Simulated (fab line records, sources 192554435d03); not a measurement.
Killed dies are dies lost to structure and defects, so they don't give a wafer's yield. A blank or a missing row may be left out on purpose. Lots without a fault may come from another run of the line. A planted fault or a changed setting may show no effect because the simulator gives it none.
Chamber matching | flow n5_finfet | N5_PASSIVATION_PECVD_55 on pecvd-03: 3 sister chambers
The step deposits SiO2 from SiH4/N2O, target thk 400 nm, time 22.5 s. 18 wafers are shown with their chamber, then 9 later ones without.

WAFERS WITH THEIR CHAMBER
wafer  | chamber | throttle_valve_pct (%) | showerhead_plenum_p_Torr (Torr) | heater_power_w (W)
L074.1 | 0       | 51.0                   | 8.10                            | 597
L074.4 | 1       | 52.2                   | 8.20                            | 737
L074.6 | 0       | 50.8                   | 8.11                            | 587
L075.1 | 1       | 52.1                   | 8.19                            | 794
L075.4 | 0       | 51.0                   | 8.09                            | 671
L075.6 | 1       | 52.1                   | 8.18                            | 642
L080.2 | 2       | 47.9                   | 8.01                            | 524
L080.3 | 0       | 51.2                   | 8.12                            | 615
L080.6 | 1       | 52.0                   | 8.19                            | 777
L083.1 | 0       | 51.2                   | 8.11                            | 657
L083.5 | 2       | 47.7                   | 7.97                            | 581
L083.6 | 1       | 52.1                   | 8.19                            | 750
L085.3 | 0       | 51.1                   | 8.11                            | 674
L085.4 | 1       | 52.2                   | 8.18                            | 649
L085.5 | 2       | 48.2                   | 7.98                            | 464
L089.1 | 1       | 52.1                   | 8.18                            | 736
L089.2 | 2       | 48.3                   | 8.00                            | 517
L089.6 | 2       | 48.3                   | 8.00                            | 540

SIGNATURES (means of the wafers above)
reading                  | chamber 0 | chamber 1 | chamber 2 | scatter within a chamber
throttle_valve_pct       | 51.050    | 52.114    | 48.080    | 0.17
showerhead_plenum_p_Torr | 8.1067    | 8.1871    | 7.9920    | 0.0114
heater_power_w           | 633.50    | 726.43    | 525.20    | 48.7
Rule: a wafer's distance from a chamber is the root of the sum, over the readings, of the square of ((its reading less the chamber's mean) divided by the reading's scatter). The wafer belongs to the nearest chamber; if the next one is less than 2 further off, it can't be placed. The scatter: the root of (the sum of the squares of (reading less its chamber's mean) over the shown wafers, divided by (wafers less chambers)).

WAFERS WITHOUT THEIR CHAMBER
wafer  | throttle_valve_pct (%) | showerhead_plenum_p_Torr (Torr) | heater_power_w (W)
L093.3 | 48.4                   | 8.00                            | 590
L093.4 | 48.4                   | 8.01                            | 569
L093.6 | 52.3                   | 8.19                            | 769
L094.1 | 51.3                   | 8.11                            | 646
L094.4 | 51.4                   | 8.12                            | 654
L094.5 | 48.1                   | 8.01                            | 465
L095.1 | 51.1                   | 8.10                            | 630
L095.4 | 48.4                   | 8.00                            | 562
L095.6 | 51.0                   | 8.11                            | 648

WHICH CHAMBER EACH WENT THROUGH
wafer  | from the rows above | in truth
L093.3 | 2                   | 2
L093.4 | 2                   | 2
L093.6 | 1                   | 1
L094.1 | 0                   | 0
L094.4 | 0                   | 0
L094.5 | 2                   | 2
L095.1 | 0                   | 0
L095.4 | 2                   | 2
L095.6 | 0                   | 0
Placed correctly: 9 of 9. Can't be placed from these rows: 0. Placed wrongly: 0.
